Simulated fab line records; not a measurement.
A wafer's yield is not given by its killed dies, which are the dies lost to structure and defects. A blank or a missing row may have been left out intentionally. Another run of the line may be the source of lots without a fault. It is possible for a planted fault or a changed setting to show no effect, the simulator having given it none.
Split-lot experiment | flow n5_finfet | on a route of 1938 steps: 7 lots, 21 wafers read

ABOUT THE SPLIT
At N5_DUMMY_GATE_COAT_35 (time 60 s, resist thk 10 nm), the setting spin_rpm was moved away from the recipe's 1500 rpm on 7 of the 21 wafers read, by -11.1% to +9.0%. The other wafers ran this setting at the recipe's value.

FROM THE SPLIT TO THE READING: what the file shows between them, 4 steps
- N5_DUMMY_GATE_COAT_28: time 60 s, resist thk 10 nm
- N5_DUMMY_GATE_COAT_09: resist thk 30 nm
- N5_DUMMY_GATE_ETCH_29: etches underlayer in N2/H2, target depth 13 nm
- N5_DUMMY_GATE_ETCH_36: etches SiARC in CF4, target depth 13 nm

THE READING
SiARC_of_DUMMY_GATE_COAT_35.thk_nm (the simulator's own value, which no gauge read), in nm, at N5_DUMMY_GATE_ETCH_37 (etches SOC in N2/H2, target depth 60 nm, overetch 30 nm). The file does not state a usual value for it. Across the 14 wafers here that went through the recipe, the average is 5.0 nm and the standard deviation 0.18 nm.

wafer  | tool, chamber at the split | spin_rpm as run, rpm | against the recipe | SiARC_of_DUMMY_GATE_COAT_35.thk_nm, nm | against lot-mates on the recipe
L079.3 | litho_track-05, 0          | 1500                 | recipe             | 4.8                                    | -
L079.5 | litho_track-05, 0          | 1500                 | recipe             | 4.8                                    | -
L079.6 | litho_track-05, 0          | 1500                 | recipe             | 5                                      | -
L084.1 | litho_track-01, 0          | 1500                 | recipe             | 5.4                                    | -
L084.2 | litho_track-01, 0          | 1590                 | +6.0%              | 4.6                                    | -0.7
L084.6 | litho_track-01, 0          | 1500                 | recipe             | 5.2                                    | -
L085.2 | litho_track-05, 0          | 1500                 | recipe             | 5                                      | -
L085.5 | litho_track-05, 0          | 1342                 | -10.5%             | 5.4                                    | +0.3
L085.6 | litho_track-05, 0          | 1500                 | recipe             | 5.2                                    | -
L091.1 | litho_track-01, 0          | 1500                 | recipe             | 5.2                                    | -
L091.4 | litho_track-01, 0          | 1635                 | +9.0%              | 4.4                                    | -0.8
L091.5 | litho_track-01, 0          | 1635                 | +9.0%              | 4.4                                    | -0.8
L092.3 | litho_track-05, 0          | 1500                 | recipe             | 5                                      | -
L092.4 | litho_track-05, 0          | 1500                 | recipe             | 5                                      | -
L092.5 | litho_track-05, 0          | 1500                 | recipe             | 5                                      | -
L096.2 | litho_track-05, 0          | 1500                 | recipe             | 4.8                                    | -
L096.3 | litho_track-05, 0          | 1500                 | recipe             | 5                                      | -
L096.4 | litho_track-05, 0          | 1334                 | -11.1%             | 5.8                                    | +0.9
L097.1 | litho_track-04, 0          | 1544                 | +2.9%              | 5                                      | +0.2
L097.4 | litho_track-04, 0          | 1544                 | +2.9%              | 5                                      | +0.2
L097.2 | litho_track-04, 0          | 1500                 | recipe             | 4.8                                    | -

FIT RESULTS
A straight line over all 21 wafers: SiARC_of_DUMMY_GATE_COAT_35.thk_nm changes by -0.0588 nm for each +1% of spin_rpm; r = -0.85; the points scatter about the line by 0.17 nm.
The same after taking each lot's own level away (the mean of its wafers on the recipe; 21 wafers): -0.068 nm for each +1%; r = -0.86; scatter 0.2 nm.
Per that fit: largest spin_rpm move, reading shift of 0.75 nm.
Across the lots, their own levels run from 4.80 to 5.30 nm, a range of 2.8 times the standard deviation given above.
So the slope is not independent of the lot-to-lot level: the two fits are not the same.
Check: for one of the wafers moved furthest among these (-11.1%), held out of the fit, the line's prediction against its lot-mates is +0.665 nm. Against them it came out at +0.9 nm.

THESE WAFERS: OTHER SPLITS
These wafers also went through other splits before the reading. Each is held against what the fit with the lots' levels taken away leaves over:
other split on the same wafers | wafers away from the commonest value | r with SiARC_of_DUMMY_GATE_COAT_35.thk_nm (lot level and that fit taken away)
N5_FIN_SAQP_COAT_49 spin_rpm   | 3                                    | +0.01

THE WHOLE CHAIN: every reading that the file lists as answering this split, in the file's order
step                  | what it does                                            | reading                                                                             | change (the file's fit)                | r (the file's)
N5_DUMMY_GATE_COAT_35 | time 60 s, resist thk 10 nm                             | SiARC_of_DUMMY_GATE_COAT_35.thk_nm (the simulator's own value, which no gauge read) | -0.0511 nm for each +1% of the setting | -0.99
N5_DUMMY_GATE_ETCH_37 | etches SOC in N2/H2, target depth 60 nm, overetch 30 nm | SiARC_of_DUMMY_GATE_COAT_35.thk_nm (the simulator's own value, which no gauge read) | -0.0667 nm for each +1% of the setting | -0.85

FILE'S OWN FIT
SiARC_of_DUMMY_GATE_COAT_35.thk_nm changes by -0.0667 nm for each +1% of spin_rpm, r = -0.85.
